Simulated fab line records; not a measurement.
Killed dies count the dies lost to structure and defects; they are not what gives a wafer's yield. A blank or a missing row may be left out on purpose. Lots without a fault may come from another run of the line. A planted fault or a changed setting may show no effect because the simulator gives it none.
Matching of chambers || flow n5_finfet || N5_BEOL_M13_ILD_DEP_00 on pecvd-03: 3 sister chambers
The step deposits SiOC from DEMS/O2, target thk 837.92 nm, time 166.4 s. 20 wafers are shown with their chamber, then 10 later ones without.

== WAFERS WITH THEIR CHAMBER ==
{"wafer": "L076.2", "chamber": 1, "throttle_valve_pct (%)": 12.3, "showerhead_plenum_p_Torr (Torr)": 5.700, "heater_power_outer_w (W)": 232}
{"wafer": "L076.4", "chamber": 1, "throttle_valve_pct (%)": 12.2, "showerhead_plenum_p_Torr (Torr)": 5.694, "heater_power_outer_w (W)": 269}
{"wafer": "L076.5", "chamber": 2, "throttle_valve_pct (%)": 10.6, "showerhead_plenum_p_Torr (Torr)": 5.697, "heater_power_outer_w (W)": 312}
{"wafer": "L078.1", "chamber": 0, "throttle_valve_pct (%)": 11.8, "showerhead_plenum_p_Torr (Torr)": 5.644, "heater_power_outer_w (W)": 250}
{"wafer": "L078.3", "chamber": 2, "throttle_valve_pct (%)": 10.6, "showerhead_plenum_p_Torr (Torr)": 5.718, "heater_power_outer_w (W)": 266}
{"wafer": "L078.5", "chamber": 1, "throttle_valve_pct (%)": 12.3, "showerhead_plenum_p_Torr (Torr)": 5.689, "heater_power_outer_w (W)": 224}
{"wafer": "L083.1", "chamber": 2, "throttle_valve_pct (%)": 11.2, "showerhead_plenum_p_Torr (Torr)": 5.726, "heater_power_outer_w (W)": 316}
{"wafer": "L083.3", "chamber": 1, "throttle_valve_pct (%)": 12.3, "showerhead_plenum_p_Torr (Torr)": 5.709, "heater_power_outer_w (W)": 282}
{"wafer": "L083.6", "chamber": 0, "throttle_valve_pct (%)": 11.9, "showerhead_plenum_p_Torr (Torr)": 5.649, "heater_power_outer_w (W)": 263}
{"wafer": "L084.1", "chamber": 0, "throttle_valve_pct (%)": 12.0, "showerhead_plenum_p_Torr (Torr)": 5.647, "heater_power_outer_w (W)": 286}
{"wafer": "L084.3", "chamber": 2, "throttle_valve_pct (%)": 10.9, "showerhead_plenum_p_Torr (Torr)": 5.718, "heater_power_outer_w (W)": 259}
{"wafer": "L084.4", "chamber": 0, "throttle_valve_pct (%)": 11.9, "showerhead_plenum_p_Torr (Torr)": 5.664, "heater_power_outer_w (W)": 209}
{"wafer": "L087.3", "chamber": 0, "throttle_valve_pct (%)": 11.7, "showerhead_plenum_p_Torr (Torr)": 5.649, "heater_power_outer_w (W)": 221}
{"wafer": "L087.5", "chamber": 0, "throttle_valve_pct (%)": 12.2, "showerhead_plenum_p_Torr (Torr)": 5.659, "heater_power_outer_w (W)": 248}
{"wafer": "L087.6", "chamber": 2, "throttle_valve_pct (%)": 11.1, "showerhead_plenum_p_Torr (Torr)": 5.712, "heater_power_outer_w (W)": 315}
{"wafer": "L086.1", "chamber": 1, "throttle_valve_pct (%)": 12.4, "showerhead_plenum_p_Torr (Torr)": 5.709, "heater_power_outer_w (W)": 254}
{"wafer": "L086.2", "chamber": 2, "throttle_valve_pct (%)": 10.9, "showerhead_plenum_p_Torr (Torr)": 5.714, "heater_power_outer_w (W)": 305}
{"wafer": "L086.6", "chamber": 2, "throttle_valve_pct (%)": 10.9, "showerhead_plenum_p_Torr (Torr)": 5.731, "heater_power_outer_w (W)": 323}
{"wafer": "L089.3", "chamber": 0, "throttle_valve_pct (%)": 12.0, "showerhead_plenum_p_Torr (Torr)": 5.659, "heater_power_outer_w (W)": 224}
{"wafer": "L089.5", "chamber": 0, "throttle_valve_pct (%)": 12.1, "showerhead_plenum_p_Torr (Torr)": 5.634, "heater_power_outer_w (W)": 257}

SIGNATURES, as means of the wafers listed above
{"reading": "throttle_valve_pct", "chamber 0": 11.950, "chamber 1": 12.300, "chamber 2": 10.886, "scatter within a chamber": 0.173}
{"reading": "showerhead_plenum_p_Torr", "chamber 0": 5.65062, "chamber 1": 5.70020, "chamber 2": 5.71657, "scatter within a chamber": 0.00997}
{"reading": "heater_power_outer_w", "chamber 0": 244.75, "chamber 1": 252.20, "chamber 2": 299.43, "scatter within a chamber": 25.3}
Rule: a wafer lies at a distance from a chamber equal to the root of the sum of squares, over the readings, of (its reading less the chamber's mean, divided by the reading's scatter). If the next closest chamber is less than 2 further off than the closest, the wafer can't be placed; otherwise it belongs to the closest. How the scatter is found: for the shown wafers, subtract from each reading the mean of its chamber, square and add these, divide the total by (wafers less chambers), then take the root.

== WAFERS WHOSE CHAMBER IS MISSING ==
{"wafer": "L089.6", "throttle_valve_pct (%)": 10.9, "showerhead_plenum_p_Torr (Torr)": 5.716, "heater_power_outer_w (W)": 252}
{"wafer": "L090.1", "throttle_valve_pct (%)": 10.7, "showerhead_plenum_p_Torr (Torr)": 5.726, "heater_power_outer_w (W)": 329}
{"wafer": "L090.2", "throttle_valve_pct (%)": 12.0, "showerhead_plenum_p_Torr (Torr)": 5.633, "heater_power_outer_w (W)": 237}
{"wafer": "L090.4", "throttle_valve_pct (%)": 12.4, "showerhead_plenum_p_Torr (Torr)": 5.711, "heater_power_outer_w (W)": 298}
{"wafer": "L093.1", "throttle_valve_pct (%)": 12.2, "showerhead_plenum_p_Torr (Torr)": 5.700, "heater_power_outer_w (W)": 297}
{"wafer": "L093.3", "throttle_valve_pct (%)": 12.0, "showerhead_plenum_p_Torr (Torr)": 5.655, "heater_power_outer_w (W)": 264}
{"wafer": "L093.6", "throttle_valve_pct (%)": 12.0, "showerhead_plenum_p_Torr (Torr)": 5.709, "heater_power_outer_w (W)": 228}
{"wafer": "L097.2", "throttle_valve_pct (%)": 10.9, "showerhead_plenum_p_Torr (Torr)": 5.730, "heater_power_outer_w (W)": 296}
{"wafer": "L097.5", "throttle_valve_pct (%)": 11.2, "showerhead_plenum_p_Torr (Torr)": 5.708, "heater_power_outer_w (W)": 320}
{"wafer": "L097.6", "throttle_valve_pct (%)": 12.2, "showerhead_plenum_p_Torr (Torr)": 5.710, "heater_power_outer_w (W)": 228}

== EACH ONE'S CHAMBER ==
{"wafer": "L089.6", "from the rows above": 2, "in truth": 2}
{"wafer": "L090.1", "from the rows above": 2, "in truth": 2}
{"wafer": "L090.2", "from the rows above": 0, "in truth": 0}
{"wafer": "L090.4", "from the rows above": 1, "in truth": 1}
{"wafer": "L093.1", "from the rows above": 1, "in truth": 1}
{"wafer": "L093.3", "from the rows above": 0, "in truth": 0}
{"wafer": "L093.6", "from the rows above": 1, "in truth": 1}
{"wafer": "L097.2", "from the rows above": 2, "in truth": 2}
{"wafer": "L097.5", "from the rows above": 2, "in truth": 2}
{"wafer": "L097.6", "from the rows above": 1, "in truth": 1}
Correct placement for 10 of the 10. Number that these rows cannot place: 0. Placed wrongly: 0.
